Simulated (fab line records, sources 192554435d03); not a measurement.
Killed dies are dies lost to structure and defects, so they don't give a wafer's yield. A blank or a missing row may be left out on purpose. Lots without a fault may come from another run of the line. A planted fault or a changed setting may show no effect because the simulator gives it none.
fab line records | flow n5_finfet
record lots=7 wafers=21
route steps=1938 shown HKMG_FIN@403 GATE_CUT@477
start_h: hours from the record's first day to the start of the lot's first wafer shown | wait_h: hours since the lot's step before | " the same as in the row above | L1.1+2: a row that stands for several wafers | - no value, or no start given | * or withheld: withheld | < > ~ a bound
route shown NAME@n: a module of which the file shows steps, and the number in the route of the first | usual: mean/standard deviation of fault-free wafers | same: alike in all rows | chamber/n: place in a boat | sites: the reading at each site | _std_site: their standard deviation | _edge_site: outer sites' mean less inner sites' | radius_mm: how far each site lies from the wafer's centre | mask NAME#n: copy n | behind: the tool/chamber that last shaped the wafer | hold: why the lot was held/for how many hours/how that ended | device: the transistor (n, p or np) that didn't switch | end of line: the same wafers' tests at the end of the route | a step without rows: its recipe alone | killed: dies lost to structure and defects at the first sort, not the wafer's yield | map: a wafer's dies, x killed, . not, _ none there
set.NAME: the setting as run; set.NAME@STEP: as run at that earlier step | model.NAME: the simulator's own value behind a step, which no gauge read
lots whose settings were changed on purpose; a table a step, a row a wafer
## steps
# step N5_HKMG_FIN_ETCH_55
# recipe chemistry=N2/H2 target=SOC target_depth_a=2400 temp_c=40 time_s=300 ion_energy_ev=200 mask_material=SiARC pressure_mtorr=30 source_w=840 bias_w=150 n2_flow_sccm=200 h2_flow_sccm=200
# columns lot.wafer tool chamber start_h wait_h set.time_s model.HKMG_FIN.feature_depth_nm model.etch.depth_nm model.SiARC_of_HKMG_FIN_COAT_42.thk_nm
L075.1 rie_diel-03 3 76.08 0.0 318.9 259 259 20
L075.2 " 2 " " 300 237 237.1 21.2
L075.3 " 0 " " 300 242.2 242.2 21.2
L077.1 rie_diel-05 3 91.41 0.0 259.9 205.4 205.4 23.2
L077.2 " 0 " " 300 239.2 239.1 21.2
L077.5 " 0 " " 300 238.6 238.6 21.2
L085.1 rie_diel-04 0 139.19 0.0 359.6 287.2 287.2 18.2
L085.3 " 2 " " 300 234 234.1 21.8
L085.4 " 0 " " 359.6 287.2 287.2 18.4
L088.2 rie_diel-03 1 155.72 0.0 240.5 192.6 192.6 23.8
L088.3 " 0 " " 300 241.6 241.7 21.2
L088.6 " 2 " " 300 237 237.1 21.2
L091.2 rie_diel-04 2 175.53 0.0 300 242.8 242.8 21.2
L091.3 " 3 " " 300 230.4 230.5 21.8
L091.6 " 2 " " 300 244.2 244.3 21
L092.1 rie_diel-05 2 178.03 0.0 249.2 200.4 200.5 23.8
L092.3 " 3 " " 249.2 197.4 197.5 23.6
L092.4 " 3 " " 300 238.4 238.4 21.4
L097.2 rie_diel-03 1 208.47 0.0 320.8 256.4 256.5 20.2
L097.5 " 3 " " 300 239 239 21
L097.6 " 2 " " 300 231.8 231.8 21.6
# step N5_HKMG_FIN_ETCH_58
# recipe chemistry=N2/H2 target=SOC target_depth_a=2158 ion_energy_ev=50 bias_w=13 time_s=741 pressure_mtorr=30 source_w=875 n2_flow_sccm=200 h2_flow_sccm=200
# usual rf_vpp_V=99.1/0.9
# columns lot.wafer tool chamber start_h wait_h set.source_w rf_vpp_V model.HKMG_FIN.feature_depth_nm model.SOC_of_HKMG_FIN_COAT_41.thk_nm model.etch.depth_nm
L075.1 rie_diel-03 3 76.29 0.0 875 98.7 215.2 86 215.2
L075.2 " 2 " " 875 100.1 211.2 89.2 211.2
L075.3 " 0 " " 993.7 95.7 241.6 59.8 241.5
L077.1 rie_diel-05 3 91.62 0.0 875 99.2 212.2 87.6 212.3
L077.2 " 0 " " 875 99.5 216.6 82.2 216.7
L077.5 " 0 " " 875 100.2 214 86.2 214
L085.1 rie_diel-04 0 139.41 0.0 875 99.7 214.4 86.2 214.3
L085.3 " 2 " " 875 100.0 210.2 90.6 210.3
L085.4 " 0 " " 835.1 100.6 205.6 95 205.6
L088.2 rie_diel-03 1 155.93 0.0 745.3 103.9 186.4 113.4 186.3
L088.3 " 0 " " 875 100.1 215 84.8 215.1
L088.6 " 2 " " 745.3 104.9 183 117 182.9
L091.2 rie_diel-04 2 175.74 0.0 875 99.4 217.6 82.4 217.6
L091.3 " 3 " " 875 97.8 209.8 90 209.8
L091.6 " 2 " " 875 96.9 220 79.8 219.9
L092.1 rie_diel-05 2 178.24 0.0 987.5 94.2 239.8 60.4 239.8
L092.3 " 3 " " 875 100.0 210 91 209.9
L092.4 " 3 " " 987.5 96.4 232.8 67.6 232.8
L097.2 rie_diel-03 1 208.68 0.0 875 99.5 217.2 84.2 217.2
L097.5 " 3 " " 875 99.5 215.8 84.8 215.9
L097.6 " 2 " " 875 99.5 213.6 87.8 213.6
# step N5_HKMG_FIN_STRIP_93
# recipe chemistry=N2/H2 material=SOC time_s=20 power_w=500 temp_c=40 pressure_mtorr=50 rf_frequency_hz=6e+07 bias_power_w=8 h2_frac=0.5 n2_flow_sccm=300 h2_flow_sccm=300
# columns lot.wafer tool chamber start_h wait_h set.source_w@HKMG_FIN_ETCH_58 model.SOC_of_HKMG_FIN_COAT_41.thk_nm
L075.1 rie_diel-03 3 76.72 0.2 875 75.8
L075.2 " 2 " " 875 79.2
L075.3 " 0 " " 993.7 49.6
L077.1 rie_diel-05 3 92.04 0.2 875 77.6
L077.2 " 0 " " 875 72.2
L077.5 " 0 " " 875 76
L085.1 rie_diel-04 0 139.83 0.2 875 76
L085.3 " 2 " " 875 80.6
L085.4 " 0 " " 835.1 85
L088.2 rie_diel-03 1 156.35 0.2 745.3 103
L088.3 " 0 " " 875 74.4
L088.6 " 2 " " 745.3 107
L091.2 rie_diel-04 2 176.16 0.2 875 72
L091.3 " 3 " " 875 80
L091.6 " 2 " " 875 69.2
L092.1 rie_diel-05 2 178.66 0.2 987.5 50
L092.3 " 3 " " 875 81
L092.4 " 3 " " 987.5 57.4
L097.2 rie_diel-03 1 209.10 0.2 875 73.8
L097.5 " 3 " " 875 74.4
L097.6 " 2 " " 875 77.8
# step N5_HKMG_FIN_ETCH_35
# recipe chemistry=N2/H2 target=SOC target_depth_a=2158 ion_energy_ev=65 bias_w=5 source_w=3000 time_s=243.4 pressure_mtorr=30 n2_flow_sccm=200 h2_flow_sccm=200
# columns lot.wafer tool chamber start_h wait_h set.time_s model.SOC_of_HKMG_FIN_COAT_29.thk_nm model.etch.depth_nm model.HKMG_FIN.feature_depth_nm
L075.1 rie_diel-04 2 79.79 0.0 243.4 90 210.3 210.2
L075.2 " 1 " " 243.4 83.2 216.5 216.6
L075.3 " 3 " " 197.3 131 168.6 168.6
L077.1 rie_diel-03 0 94.87 0.0 288 43.2 256.1 256.2
L077.2 " 1 " " 288 51.2 248 248
L077.5 " 2 " " 243.4 89.6 211.3 211.4
L085.1 rie_diel-03 2 142.77 0.0 243.4 90.4 209 209
L085.3 " 3 " " 262.1 69 230.8 230.8
L085.4 " 3 " " 262.1 69 230.6 230.6
L088.2 rie_diel-03 3 159.29 0.0 190.5 132.2 169.5 169.6
L088.3 " 2 " " 243.4 89.8 211.3 211.4
L088.6 " 3 " " 243.4 84.8 216.9 216.8
L091.2 rie_diel-05 2 179.10 0.0 243.4 79.8 221.4 221.4
L091.3 " 3 " " 243.4 90 211.8 211.8
L091.6 " 0 " " 243.4 83.6 217.3 217.4
L092.1 rie_diel-04 2 181.82 0.0 243.4 81 219.6 219.6
L092.3 " 3 " " 243.4 88.4 212.2 212.2
L092.4 " 2 " " 243.4 81.4 219.9 219.8
L097.2 rie_diel-04 3 212.16 0.0 243.4 79.6 221 221
L097.5 " 0 " " 210.2 108 192.1 192.2
L097.6 " 3 " " 210.2 109.4 190.6 190.6
# step N5_HKMG_FIN_COAT_85
# recipe resist=SOC temp_c=250 time_s=60 spin_rpm=1500 resist_thk_nm=300
# columns lot.wafer tool chamber start_h wait_h set.spin_rpm model.SOC_of_HKMG_FIN_COAT_85.thk_nm
L075.1 litho_track-02 0 80.75 0.2 1414 308.4
L075.2 " 0 " " 1500 299.6
L075.3 " 0 " " 1500 300.2
L077.1 litho_track-02 0 95.83 0.2 1500 300
L077.2 " 0 " " 1500 299
L077.5 " 0 " " 1500 299.8
L085.1 litho_track-03 0 143.73 0.2 1579 291.6
L085.3 " 0 " " 1579 291.2
L085.4 " 0 " " 1500 298.2
L088.2 litho_track-02 0 160.25 0.2 1346 317.6
L088.3 " 0 " " 1346 318.2
L088.6 " 0 " " 1500 299.8
L091.2+6 litho_track-02 0 180.14 0.2 1500 299.8
L091.3 " 0 " " 1500 301
L092.1 litho_track-03 0 182.77 0.2 1374 315
L092.3 " 0 " " 1500 300.8
L092.4 " 0 " " 1374 314.8
L097.2 litho_track-02 0 213.12 0.2 1500 302.2
L097.5 " 0 " " 1500 302.6
L097.6 " 0 " " 1500 301.6
# step N5_GATE_CUT_HM_DEP_46
# recipe material=SiO2 target_thk_a=1300 temp_c=400 precursor=TEOS/O2 pressure_torr=6.5 rf_w=900 teos_flow_sccm=161.4 gas=O2 flow_sccm=2650 time_s=26.6
# columns lot.wafer tool chamber start_h wait_h set.time_s model.SiO2_of_GATE_CUT_HM_DEP_46.thk_nm
L075.1 pecvd-03 2 87.16 0.0 26.6 127.8
L075.2 " 0 " " 26.6 129.4
L075.3 " 1 " " 26.6 129.2
L077.1 pecvd-03 1 102.49 0.0 26.6 131.2
L077.2 " 2 " " 26.6 128.2
L077.5 " 2 " " 26.6 130.4
L085.1 pecvd-04 0 150.21 0.0 30.37 148.2
L085.3 " 1 " " 30.37 145.8
L085.4 " 0 " " 30.37 149.2
L088.2 pecvd-03 1 167.66 0.0 25.59 125.4
L088.3 " 0 " " 25.59 124.4
L088.6 " 2 " " 25.59 125
L091.2 pecvd-03 0 187.08 0.0 26.6 128.2
L091.3 " 2 " " 26.6 127.4
L091.6 " 0 " " 26.6 129.4
L092.1 pecvd-04 0 189.63 0.0 26.6 128.8
L092.3 " 2 " " 26.6 128.2
L092.4 " 2 " " 26.6 131.4
L097.2 pecvd-04 1 219.83 0.0 26.6 127.8
L097.5 " 1 " " 26.6 130.6
L097.6 " 2 " " 26.6 131
# step N5_GATE_CUT_EXPOSE_10
# recipe mask_id=GATE_CUT na=0.33 source_shape=annular sigma_inner=0.35 sigma_outer=0.8 polarization=unpolarized target_cd_nm=20 dose_mj=43.25
# columns lot.wafer tool chamber start_h wait_h mask set.dose_mj
L075.1+2+3 euv_scanner-01 0 87.49 - GATE_CUT#0 43.25
L077.1+5 euv_scanner-02 0 102.82 - GATE_CUT#0 43.25
L077.2 " 0 " " GATE_CUT#0 45.58
L085.1+4 euv_scanner-02 0 150.53 - GATE_CUT#0 40.18
L085.3 " 0 " " GATE_CUT#0 43.25
L088.2+6 euv_scanner-01 0 167.87 - GATE_CUT#0 46.05
L088.3 " 0 " " GATE_CUT#0 43.25
L091.2+3+6 euv_scanner-02 0 187.42 - GATE_CUT#0 43.25
L092.1+3+4 euv_scanner-02 0 189.83 - GATE_CUT#0 43.25
L097.2+5 euv_scanner-02 0 220.04 - GATE_CUT#0 40.76
L097.6 " 0 " " GATE_CUT#0 43.25
# step N5_GATE_CUT_PEB_11
# recipe peb_temp_c=100 peb_time_s=60 resist=CAR-EUV
# step N5_GATE_CUT_DEVELOP_12
# recipe develop_time_s=30 developer=TMAH resist=CAR-EUV rinse_liquid=surfactant_rinse dry=air_spin dev_temp_c=23
# step N5_GATE_CUT_CD_MEAS_13
# recipe target_cd_nm=20 landing_energy_ev=500 detector=se_inlens
# usual cd_nm=19.98/0.23
# columns lot.wafer tool chamber start_h wait_h set.dose_mj@GATE_CUT_EXPOSE_10 cd_nm
L075.1 cd_sem-01 0 87.62 - 43.25 19.72
L075.2 " 0 " " 43.25 20.04
L075.3 " 0 " " 43.25 19.61
L077.1 cd_sem-02 0 102.95 - 43.25 20.31
L077.2 " 0 " " 45.58 20.64
L077.5 " 0 " " 43.25 19.86
L085.1 cd_sem-02 0 150.67 - 40.18 18.39
L085.3 " 0 " " 43.25 19.96
L085.4 " 0 " " 40.18 18.18
L088.2 cd_sem-01 0 168.00 - 46.05 21.51
L088.3 " 0 " " 43.25 19.96
L088.6 " 0 " " 46.05 21.58
L091.2 cd_sem-02 0 187.55 - 43.25 19.89
L091.3 " 0 " " 43.25 20.03
L091.6 " 0 " " 43.25 19.83
L092.1 cd_sem-02 0 189.97 - 43.25 20.07
L092.3 " 0 " " 43.25 19.98
L092.4 " 0 " " 43.25 20.47
L097.2 cd_sem-02 0 220.17 - 40.76 18.48
L097.5 " 0 " " 40.76 18.37
L097.6 " 0 " " 43.25 19.95
# step N5_GATE_CUT_DESCUM_18
# recipe chemistry=O2 time_s=7 source_power_w=50 bias_power_w=20 pressure_mtorr=20 rf_frequency_hz=2.712e+07 temp_c=40 resist=CAR-EUV o2_flow_sccm=225
# columns lot.wafer tool chamber start_h wait_h set.dose_mj@GATE_CUT_EXPOSE_10 model.GATE_CUT.cd_nm
L075.1+2+3 rie_diel-06 1,0,3 87.75 0.0 43.25 19.8
L077.1+5 rie_diel-06 1,2 103.07 0.0 43.25 20
L077.2 " 0 " " 45.58 21.2
L085.1+4 rie_diel-02 2,3 150.79 0.0 40.18 18.4
L085.3 " 1 " " 43.25 20.2
L088.2 rie_diel-06 1 168.23 0.1 46.05 21.6
L088.3 " 2 " " 43.25 20
L088.6 " 1 " " 46.05 21.4
L091.2+3+6 rie_diel-01 2,3,0 187.67 0.0 43.25 20
L092.1 rie_diel-02 3 190.18 0.1 43.25 20
L092.3 " 1 " " 43.25 20.4
L092.4 " 0 " " 43.25 20.2
L097.2+5 rie_diel-06 3,1 220.29 0.0 40.76 18.4
L097.6 " 2 " " 43.25 19.8
# step N5_GATE_CUT_ETCH_28
# recipe chemistry=N2/H2 target=underlayer target_depth_a=130 mask_material=CAR-EUV time_s=10.4 ion_energy_ev=200 pressure_mtorr=30 source_w=840 bias_w=150 n2_flow_sccm=200 h2_flow_sccm=200 ends=cleared
# columns lot.wafer tool chamber start_h wait_h set.dose_mj@GATE_CUT_EXPOSE_10 model.GATE_CUT.cd_nm
L075.1+2+3 rie_diel-06 1,0,3 87.78 0.0 43.25 19.8
L077.1+5 rie_diel-06 1,2 103.11 0.0 43.25 20
L077.2 " 0 " " 45.58 21.2
L085.1+4 rie_diel-02 2,3 150.83 0.0 40.18 18.4
L085.3 " 1 " " 43.25 20
L088.2+6 rie_diel-06 1 168.27 0.0 46.05 21.6
L088.3 " 2 " " 43.25 20
L091.2+3+6 rie_diel-01 2,3,0 187.70 0.0 43.25 20
L092.1+4 rie_diel-02 3,0 190.22 0.0 43.25 20.2
L092.3 " 1 " " 43.25 20.4
L097.2+5 rie_diel-06 3,1 220.32 0.0 40.76 18.4
L097.6 " 2 " " 43.25 19.8
# step N5_GATE_CUT_ETCH_36
# recipe chemistry=CF4 target=SiARC target_depth_a=130 mask_material=CAR-EUV time_s=21.7 ion_energy_ev=80 pressure_mtorr=40 source_w=545 bias_w=36 Ar_flow_sccm=100 cf4_flow_sccm=100 ends=cleared
# step N5_GATE_CUT_ETCH_37
# recipe chemistry=N2/H2 target=SOC target_depth_a=600 overetch_a=120 mask_material=SiARC temp_c=40 time_s=90 ion_energy_ev=200 pressure_mtorr=30 source_w=840 bias_w=150 n2_flow_sccm=200 h2_flow_sccm=200
# step N5_GATE_CUT_STRIP_38
# recipe chemistry=N2/H2 temp_c=40 n2_flow_sccm=200 h2_flow_sccm=200 rf_frequency_hz=6e+07
# step N5_GATE_CUT_STRIP_39
# recipe chemistry=N2/H2 temp_c=40 n2_flow_sccm=200 h2_flow_sccm=200 rf_frequency_hz=6e+07
# step N5_GATE_CUT_HM_OPEN_40
# recipe chemistry=C4F6/O2 target=SiO2 mask_material=SiARC target_depth_a=1390 time_s=85.1 ion_energy_ev=250 pressure_mtorr=30 source_w=345 bias_w=185 Ar_flow_sccm=300 C4F6_flow_sccm=10 O2_flow_sccm=10 ends=cleared
# usual etch_rf_on_time_s=94.0/1.6
# columns lot.wafer tool chamber start_h wait_h set.time_s@GATE_CUT_HM_DEP_46 etch_rf_on_time_s model.etch.depth_nm model.SOC_of_GATE_CUT_COAT_34.thk_nm
L075.1 rie_diel-06 1 87.91 0.0 26.6 91.7 127.8 33
L075.2 " 0 " " 26.6 94.3 129.3 32.6
L075.3 " 3 " " 26.6 93.5 129.2 32.6
L077.1 rie_diel-06 1 103.24 0.0 26.6 95.3 131.2 32.4
L077.2 " 0 " " 26.6 95.0 128.2 33
L077.5 " 2 " " 26.6 95.1 130.4 32.4
L085.1 rie_diel-02 2 150.96 0.0 30.37 107.2 148.2 29.2
L085.3 " 1 " " 30.37 104.7 145.8 29.4
L085.4 " 3 " " 30.37 106.0 149.2 28.8
L088.2 rie_diel-06 1 168.40 0.0 25.59 91.5 125.5 33.8
L088.3 " 2 " " 25.59 90.6 124.3 34
L088.6 " 1 " " 25.59 91.7 125 34
L091.2 rie_diel-01 2 187.83 0.0 26.6 93.0 128.2 32.8
L091.3 " 3 " " 26.6 91.6 127.4 33.2
L091.6 " 0 " " 26.6 92.5 129.3 32.8
L092.1 rie_diel-02 3 190.35 0.0 26.6 92.0 128.7 32.8
L092.3 " 1 " " 26.6 91.5 128.1 33
L092.4 " 0 " " 26.6 93.0 131.3 32.6
L097.2 rie_diel-06 3 220.45 0.0 26.6 93.7 127.9 33.2
L097.5 " 1 " " 26.6 95.6 130.6 32.6
L097.6 " 2 " " 26.6 95.1 131 32.4
# step N5_GATE_CUT_STRIP_41
# recipe chemistry=CF4 resist=SiARC power_w=300 bias_power_w=75 pressure_mtorr=50 cf4_flow_sccm=150 rf_frequency_hz=6e+07
# step N5_GATE_CUT_STRIP_42
# recipe chemistry=O2 power_w=400 temp_c=40 pressure_mtorr=30 rf_frequency_hz=6e+07 bias_power_w=0 overash_fraction=0.3 o2_flow_sccm=225
# step N5_GATE_CUT_ETCH_19
# recipe chemistry=CH3F/O2 target=SiNx mask_material=SiO2 target_depth_a=537 time_s=76.7 pressure_mtorr=30 source_w=395 bias_w=73 Ar_flow_sccm=150 CH3F_flow_sccm=30 O2_flow_sccm=20 ion_energy_ev=120 ends=cleared
# columns lot.wafer tool chamber start_h wait_h set.dose_mj@GATE_CUT_EXPOSE_10 model.GATE_CUT.cd_nm
L075.1 rie_diel-06 1 88.03 0.0 43.25 20
L075.2+3 " 0,3 " " 43.25 19.8
L077.1 rie_diel-06 1 103.36 0.0 43.25 20.2
L077.2 " 0 " " 45.58 21
L077.5 " 2 " " 43.25 20
L085.1 rie_diel-02 2 151.08 0.0 40.18 18.6
L085.3 " 1 " " 43.25 20
L085.4 " 3 " " 40.18 18.4
L088.2 rie_diel-06 1 168.52 0.0 46.05 21.6
L088.3 " 2 " " 43.25 20
L088.6 " 1 " " 46.05 21.8
L091.2+3+6 rie_diel-01 2,3,0 187.96 0.0 43.25 20
L092.1+3 rie_diel-02 3,1 190.47 0.0 43.25 20
L092.4 " 0 " " 43.25 20.2
L097.2 rie_diel-06 3 220.57 0.0 40.76 18.4
L097.5 " 1 " " 40.76 18.6
L097.6 " 2 " " 43.25 19.8
# step N5_GATE_CUT_CUT_ETCH_53
# recipe chemistry=SF6/Cl2 target=W mask_material=SiO2 target_depth_a=792 pressure_mtorr=8 icp_w=900 bias_w=80 SF6_flow_sccm=40 Cl2_flow_sccm=60 ends=cleared
# step N5_GATE_CUT_CUT_ETCH_54
# recipe chemistry=Cl2/BCl3 target=TiN mask_material=SiO2 target_depth_a=967 pressure_mtorr=10 icp_w=1000 bias_w=126 Cl2_flow_sccm=53.25 bcl3_flow_sccm=21.75 Ar_flow_sccm=25 ends=cleared
# step N5_GATE_CUT_CUT_ETCH_55
# recipe chemistry=BCl3 target=HfO2 mask_material=SiO2 target_depth_a=32 ion_energy_ev=30 pressure_mtorr=5 icp_w=450 bias_w=18 bcl3_flow_sccm=80
# step N5_GATE_CUT_ETCH_47
# recipe chemistry=Cl2/BCl3 target=SiO2 target_depth_a=100 pressure_mtorr=10 icp_w=1000 bias_w=126 Cl2_flow_sccm=53.25 bcl3_flow_sccm=21.75 Ar_flow_sccm=25
# columns lot.wafer tool chamber start_h wait_h set.dose_mj@GATE_CUT_EXPOSE_10 model.GATE_CUT.cd_nm
L075.1 rie_metal-03 1 88.29 0.0 43.25 20.2
L075.2 " 0 " " 43.25 19.8
L075.3 " 0 " " 43.25 19.6
L077.1 rie_metal-01 1 103.62 0.0 43.25 20.4
L077.2 " 0 " " 45.58 21
L077.5 " 0 " " 43.25 20
L085.1+4 rie_metal-03 1 151.34 0.0 40.18 18.8
L085.3 " 0 " " 43.25 20
L088.2 rie_metal-02 0 168.78 0.0 46.05 21.2
L088.3 " 1 " " 43.25 20
L088.6 " 0 " " 46.05 21.4
L091.2 rie_metal-02 0 188.37 0.1 43.25 19.6
L091.3+6 " 0 " " 43.25 19.4
L092.1+3 rie_metal-01 0,1 190.78 0.0 43.25 20.2
L092.4 " 0 " " 43.25 20.4
L097.2 rie_metal-01 0 220.83 0.0 40.76 18.4
L097.5 " 0 " " 40.76 18.2
L097.6 " 1 " " 43.25 19.8
# step N5_GATE_CUT_VAPOR_ETCH_48
# recipe chemistry=BCl3/Cl2 target=TiN mode=isotropic
# step N5_GATE_CUT_VAPOR_ETCH_49
# recipe chemistry=BCl3/Cl2 target=TiAlC mode=isotropic
# step N5_GATE_CUT_CMP_23
# recipe stop_on=SiO2 t_overpolish_s=23.4 post_cmp_clean=alkaline_brush down_force_psi=2.5 platen_rpm=51.8 pad_velocity_m_s=1.0307 target_thk_nm=16
# step N5_GATE_CUT_CMP_43
# recipe material=SiO2 post_cmp_clean=rinse_only
# columns lot.wafer tool chamber start_h wait_h set.time_s@GATE_CUT_HM_DEP_46 model.SiO2_of_GATE_CUT_HM_DEP_46.thk_nm
L075.3+2 cmp-01 2,0 91.48 0.1 26.6 5
L075.1 " 3 " " 26.6 4.8
L077.1+2+5 cmp-02 3,1,3 105.72 0.0 26.6 5
L085.3+1 cmp-02 3,0 154.36 0.0 30.37 5.8
L085.4 " 1 " " 30.37 6
L088.2+3+6 cmp-01 3,0,3 171.10 0.1 25.59 4.8
L091.3 cmp-02 1 191.58 0.1 26.6 4.8
L091.2+6 " 3,0 " " 26.6 5
L092.4+3+1 cmp-04 3,0,1 192.93 0.0 26.6 5
L097.2 cmp-02 1 222.94 0.0 26.6 4.8
L097.6+5 " 1,2 " " 26.6 5
## key
split step=N5_HKMG_FIN_ETCH_55 setting=time_s stated=300 by=wafer
response step=N5_HKMG_FIN_ETCH_55 reading=model.HKMG_FIN.feature_depth_nm change=+2.51 per=1% r=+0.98
response step=N5_HKMG_FIN_ETCH_55 reading=model.etch.depth_nm change=+2.51 per=1% r=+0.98
response step=N5_HKMG_FIN_ETCH_55 reading=model.SiARC_of_HKMG_FIN_COAT_42.thk_nm change=-0.151 per=1% r=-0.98
split step=N5_HKMG_FIN_ETCH_58 setting=source_w stated=875 by=wafer
response step=N5_HKMG_FIN_ETCH_58 reading=rf_vpp_V change=-0.3 per=1% r=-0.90
response step=N5_HKMG_FIN_ETCH_58 reading=model.HKMG_FIN.feature_depth_nm change=+2.04 per=1% r=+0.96
response step=N5_HKMG_FIN_ETCH_58 reading=model.SOC_of_HKMG_FIN_COAT_41.thk_nm change=-2.04 per=1% r=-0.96
response step=N5_HKMG_FIN_ETCH_58 reading=model.etch.depth_nm change=+2.04 per=1% r=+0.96
response step=N5_HKMG_FIN_STRIP_93 reading=model.SOC_of_HKMG_FIN_COAT_41.thk_nm change=-2.06 per=1% r=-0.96
split step=N5_HKMG_FIN_ETCH_35 setting=time_s stated=243.4 by=wafer
response step=N5_HKMG_FIN_ETCH_35 reading=model.SOC_of_HKMG_FIN_COAT_29.thk_nm change=-2.23 per=1% r=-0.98
response step=N5_HKMG_FIN_ETCH_35 reading=model.etch.depth_nm change=+2.22 per=1% r=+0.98
response step=N5_HKMG_FIN_ETCH_35 reading=model.HKMG_FIN.feature_depth_nm change=+2.22 per=1% r=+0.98
split step=N5_HKMG_FIN_COAT_85 setting=spin_rpm stated=1500 by=wafer
response step=N5_HKMG_FIN_COAT_85 reading=model.SOC_of_HKMG_FIN_COAT_85.thk_nm change=-1.64 per=1% r=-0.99
split step=N5_GATE_CUT_HM_DEP_46 setting=time_s stated=26.6 by=lot
response step=N5_GATE_CUT_HM_DEP_46 reading=model.SiO2_of_GATE_CUT_HM_DEP_46.thk_nm change=+1.29 per=1% r=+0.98
response step=N5_GATE_CUT_HM_OPEN_40 reading=etch_rf_on_time_s change=* per=1% r=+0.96
response step=N5_GATE_CUT_HM_OPEN_40 reading=model.etch.depth_nm change=+1.29 per=1% r=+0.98
response step=N5_GATE_CUT_HM_OPEN_40 reading=model.SOC_of_GATE_CUT_COAT_34.thk_nm change=-0.261 per=1% r=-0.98
response step=N5_GATE_CUT_CMP_43 reading=model.SiO2_of_GATE_CUT_HM_DEP_46.thk_nm change=+0.0618 per=1% r=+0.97
split step=N5_GATE_CUT_EXPOSE_10 setting=dose_mj stated=43.25 by=wafer
response step=N5_GATE_CUT_CD_MEAS_13 reading=cd_nm change=+0.22 per=1% r=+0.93
response step=N5_GATE_CUT_DESCUM_18 reading=model.GATE_CUT.cd_nm change=+0.24 per=1% r=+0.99
response step=N5_GATE_CUT_ETCH_28 reading=model.GATE_CUT.cd_nm change=+0.235 per=1% r=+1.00
response step=N5_GATE_CUT_ETCH_19 reading=model.GATE_CUT.cd_nm change=+0.22 per=1% r=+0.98
response step=N5_GATE_CUT_ETCH_47 reading=model.GATE_CUT.cd_nm change=+0.193 per=1% r=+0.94
